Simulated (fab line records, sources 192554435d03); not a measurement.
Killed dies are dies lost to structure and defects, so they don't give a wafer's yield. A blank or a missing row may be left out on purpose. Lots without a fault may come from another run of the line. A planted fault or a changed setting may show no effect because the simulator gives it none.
Which tool did it? | flow n5_finfet | 12 lots, 36 wafers sampled, at 6 steps of a route of 1938

WHAT THE GAUGES READ, wafer by wafer
N5_BEOL_M9_INSPECT_58: inspects for defects (darkfield).
lot  | measured     | on                | raw_defect_count
L077 | day 10 07:37 | defect_inspect-01 | 55 80 78
L076 | day 10 10:29 | defect_inspect-01 | 95 95 83
L078 | day 10 21:35 | defect_inspect-01 | 60 67 57
L081 | day 11 10:25 | defect_inspect-01 | 63 49 32
L083 | day 11 16:21 | defect_inspect-01 | 81 96 123
L085 | day 12 15:37 | defect_inspect-01 | 41 63 90
L087 | day 13 15:55 | defect_inspect-01 | 55 68 66
L088 | day 13 22:35 | defect_inspect-02 | 100 101 66
L091 | day 14 09:08 | defect_inspect-01 | 68 69 74
L094 | day 14 21:49 | defect_inspect-02 | 69 106 37
L095 | day 15 05:48 | defect_inspect-02 | 123 125 111
L097 | day 15 17:47 | defect_inspect-02 | 63 49 93

WHICH TOOL RAN EACH LOT (tool, then ch and the chambers of the sampled wafers, then the start)
lot  | N5_BEOL_M9_HM_DEP_02         | N5_BEOL_M9_DESCUM_16               | N5_BEOL_M9_STRIP_67                | N5_BEOL_M9_STRIP_36                | N5_BEOL_M9_SPUTTER_48
L077 | pvd_sputter-02, day 10 01:00 | rie_diel-01 ch 0,1,2, day 10 01:35 | rie_diel-01 ch 0,1,2, day 10 01:49 | rie_diel-04 ch 0,2,3, day 10 04:35 | pvd_sputter-03, day 10 05:55
L076 | pvd_sputter-02, day 10 03:47 | rie_diel-03 ch 0,3, day 10 05:05   | rie_diel-03 ch 0,3, day 10 05:19   | rie_diel-03 ch 0,2, day 10 06:22   | pvd_sputter-03, day 10 09:25
L078 | pvd_sputter-03, day 10 16:05 | rie_diel-03 ch 0,2, day 10 17:10   | rie_diel-03 ch 0,2, day 10 17:23   | rie_diel-04 ch 1,3, day 10 18:50   | pvd_sputter-01, day 10 20:34
L081 | pvd_sputter-02, day 11 04:02 | rie_diel-01 ch 1,3, day 11 04:37   | rie_diel-01 ch 1,3, day 11 04:51   | rie_diel-04 ch 1,2,3, day 11 05:52 | pvd_sputter-01, day 11 09:16
L083 | pvd_sputter-01, day 11 09:33 | rie_diel-03 ch 1,3, day 11 10:11   | rie_diel-03 ch 1,3, day 11 10:25   | rie_diel-01 ch 1,2, day 11 11:35   | pvd_sputter-01, day 11 15:10
L085 | pvd_sputter-02, day 12 08:36 | rie_diel-03 ch 1,2, day 12 09:24   | rie_diel-03 ch 1,2, day 12 09:38   | rie_diel-03 ch 0,1,2, day 12 13:08 | pvd_sputter-01, day 12 14:37
L087 | pvd_sputter-02, day 13 10:05 | rie_diel-03 ch 0,1, day 13 10:40   | rie_diel-03 ch 0,1, day 13 10:54   | rie_diel-04 ch 0,2, day 13 12:12   | pvd_sputter-01, day 13 14:38
L088 | pvd_sputter-01, day 13 15:55 | rie_diel-04 ch 1,2, day 13 16:29   | rie_diel-04 ch 1,2, day 13 16:43   | rie_diel-03 ch 0,2,3, day 13 18:58 | pvd_sputter-03, day 13 20:42
L091 | pvd_sputter-02, day 14 03:04 | rie_diel-01 ch 0,1,3, day 14 03:39 | rie_diel-01 ch 0,1,3, day 14 03:53 | rie_diel-04 ch 0,2,3, day 14 04:47 | pvd_sputter-02, day 14 08:10
L094 | pvd_sputter-01, day 14 16:44 | rie_diel-01 ch 1,2,3, day 14 17:29 | rie_diel-01 ch 1,2,3, day 14 17:43 | rie_diel-04 ch 0,1, day 14 19:00   | pvd_sputter-01, day 14 20:41
L095 | pvd_sputter-02, day 14 23:47 | rie_diel-01 ch 0,2,3, day 15 00:22 | rie_diel-01 ch 0,2,3, day 15 00:36 | rie_diel-04 ch 0,1, day 15 01:47   | pvd_sputter-01, day 15 03:27
L097 | pvd_sputter-01, day 15 11:25 | rie_diel-01 ch 0,1,2, day 15 12:01 | rie_diel-01 ch 0,1,2, day 15 12:14 | rie_diel-04 ch 0,1,2, day 15 15:14 | pvd_sputter-01, day 15 16:46
- N5_BEOL_M9_HM_DEP_02: deposits TiN, target thk 20 nm.
- N5_BEOL_M9_DESCUM_16: chemistry O2, time 7.9 s.
- N5_BEOL_M9_STRIP_67: strips in CF4.
- N5_BEOL_M9_STRIP_36: strips in N2/H2.
- N5_BEOL_M9_SPUTTER_48: material Cu, target thk 12 nm, time 2 s.

THE ANSWER, worked out from the rows above alone
Rule: what is usual is taken from the lots themselves. Put in order of their means at a reading, lots are off if they are a third of the lots or fewer, leave a main group of 4 or more, and stand apart from it by a gap of 3 or more times the standard deviation of the main group's means; of several such gaps the widest counts. A main group whose means are all the same, to the digits that the tables above print for the reading, isn't used. A lot without any number at a reading at which 4 lots or more have one is off too. The other lots that the step has rows for count as sound.
No lot is off at any reading shown: from this, nothing can be told.

WHAT THE SIMULATOR HAD PUT IN
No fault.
